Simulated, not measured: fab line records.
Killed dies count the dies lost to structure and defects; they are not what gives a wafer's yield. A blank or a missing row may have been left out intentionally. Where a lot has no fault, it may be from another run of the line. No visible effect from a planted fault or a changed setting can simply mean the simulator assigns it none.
Struck lot and sound lot, side by side || flow nand harc || 15 steps out of a route of 1159
Sound: the wafers L304.1, L304.2, L304.4. Struck: wafer L311.3 (L311.4, L311.6, from the same lot, were not struck and are left out); the cause is given at the end.
For every step that has rows: the tool of each side, followed by ch and its chambers, followed by its first start. Under that, the readings that differ: sound wafers || struck wafers || difference of the means || sigmas: that difference in standard deviations of wafers without a fault.
alike: readings whose means differ by less than 2 such deviations, and words and numbers that are the same on both sides. not compared: withheld readings, readings that some wafer has no value for, bounds like >300 that may hide the same value, and numbers for which the record gives no deviation and whose values overlap.
Wherever a step has rows on one side only, a row that says differs or no value, or a row with sigmas, the two part there. Numbers that don't overlap but have no deviation are shown without sigmas and don't part them. A reading that every wafer of one side lacks parts them only if that side has two wafers or more.

first, 6 steps without rows for these wafers: NHARC_A_CHANNEL_HOLE_D1_COAT_04 (resist thk 90 nm); NHARC_A_CHANNEL_HOLE_D1_SOFTBAKE_05 (time 55 s); NHARC_A_CHANNEL_HOLE_D1_EBR_06; NHARC_A_CHANNEL_HOLE_D1_EXPOSE_07 (exposes mask HOLE D1, target cd 100 nm); NHARC_A_CHANNEL_HOLE_D1_PEB_08 (peb time 65 s); NHARC_A_CHANNEL_HOLE_D1_DEVELOP_09 (develop time 35 s).
NHARC_A_CHANNEL_HOLE_D1_CD_MEAS_10: target cd 100 nm.
  sound on cd sem-01 ch 0, day 10 02:19; struck on cd sem-01 ch 0, day 12 01:38
  alike: cd nm
NHARC_A_CHANNEL_HOLE_D1_OVL_MEAS_11:
  sound on overlay-02 at day 10 02:24; struck on overlay-02 at day 12 01:43
  alike: overlay x nm, overlay y nm
NHARC_A_CHANNEL_HOLE_D1_INSPECT_12:
  sound on defect inspect-02 at day 10 02:26; struck on defect inspect-02 at day 12 01:45
  alike: raw defect count
NHARC_A_CHANNEL_HOLE_D1_DESCUM_15: chemistry O2, time 3 s.
  sound on rie diel-09 ch 0,2,3, day 10 02:30; struck on rie diel-09 ch 2, day 12 01:49
{"reading": "rf hours counter h (h)", "sound": "9 9 8", "struck": 0, "difference": -9, "sigmas": ""}
  alike: drypump motor current A, oes product au, rf vpp V, showerhead plenum p Torr, throttle valve pct
NHARC_A_CHANNEL_HOLE_D1_ETCH_38: etches the open film in CF4, target depth 39 nm, time 65 s.
  sound on rie diel-09 ch 1,2,3, day 10 02:35; struck on rie diel-09 ch 2, day 12 01:55
{"reading": "rf hours counter h (h)", "sound": "8 9 9", "struck": 0, "difference": -9, "sigmas": ""}
  alike: drypump motor current A, oes product au, rf vpp V, run length s, showerhead plenum p Torr, throttle valve pct
NHARC_A_CHANNEL_HOLE_D1_ETCH_39: etches the open film in N2/H2, target depth 260 nm, time 325 s.
  sound: rie diel-09 ch 0,1,3; struck: rie diel-09 ch 1
{"reading": "rf hours counter h (h)", "sound": "9 8 9", "struck": 1, "difference": -8, "sigmas": ""}
  alike: drypump motor current A, oes product au, rf vpp V, run length s, showerhead plenum p Torr, throttle valve pct
NHARC_A_CHANNEL_HOLE_D1_ETCH_34: etches the open film in CF4/CHF3, target depth 154 nm, time 77 s.
  sound on rie diel-09 ch 0,1,2, day 10 02:56; struck on rie diel-09 ch 2, day 12 02:16
{"reading": "oes product au (a.u.)", "sound": "0.924 0.907 0.907", "struck": 0.974, "difference": "+0.061", "sigmas": "+3"}
{"reading": "rf hours counter h (h)", "sound": "9 9 9", "struck": 1, "difference": -8, "sigmas": ""}
{"reading": "run length s (s)", "sound": "98.3 97.8 98.2", "struck": 91.7, "difference": -6.4, "sigmas": -13}
  alike: drypump motor current A, rf vpp V, showerhead plenum p Torr, throttle valve pct
NHARC_A_CHANNEL_HOLE_D1_ETCH_16: etches the open film in O2/COS, target depth 3100 nm, time 806 s.
  sound: rie diel-09 ch 0,1,3; struck: rie diel-09 ch 0
{"reading": "rf hours counter h (h)", "sound": "8 9 9", "struck": 1, "difference": -8, "sigmas": ""}
{"reading": "throttle valve pct (%)", "sound": "28.329 28.323 28.339", "struck": 28.300, "difference": -0.030, "sigmas": -3}
  alike: drypump motor current A, oes product au, rf vpp V, run length s, showerhead plenum p Torr
-- break in the record here, with 14 days between the starts of the struck wafers on either side (left off in module A_CHANNEL_HOLE_D1, picked up again in module END, where the first step shown is number 1159 on the route) --
NHARC_END_SORT_01:
  sound on prober-01 ch 0, day 24 04:37; struck on prober-02 ch 0, day 25 20:18
  alike: killed at array, killed at other, killed at periphery, killed dies, killed open, killed short

== WHERE THEY PART ==
At NHARC_A_CHANNEL_HOLE_D1_ETCH_34 first; at NHARC_A_CHANNEL_HOLE_D1_ETCH_16 last (within this record only). Later steps at which nothing parts them and some readings are alike: NHARC_END_SORT_01.

WHY: what the simulator had put in
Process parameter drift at NHARC_A_CHANNEL_HOLE_D1_ETCH_34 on rie diel-09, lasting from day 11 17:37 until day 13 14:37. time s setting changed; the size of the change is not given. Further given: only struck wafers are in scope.
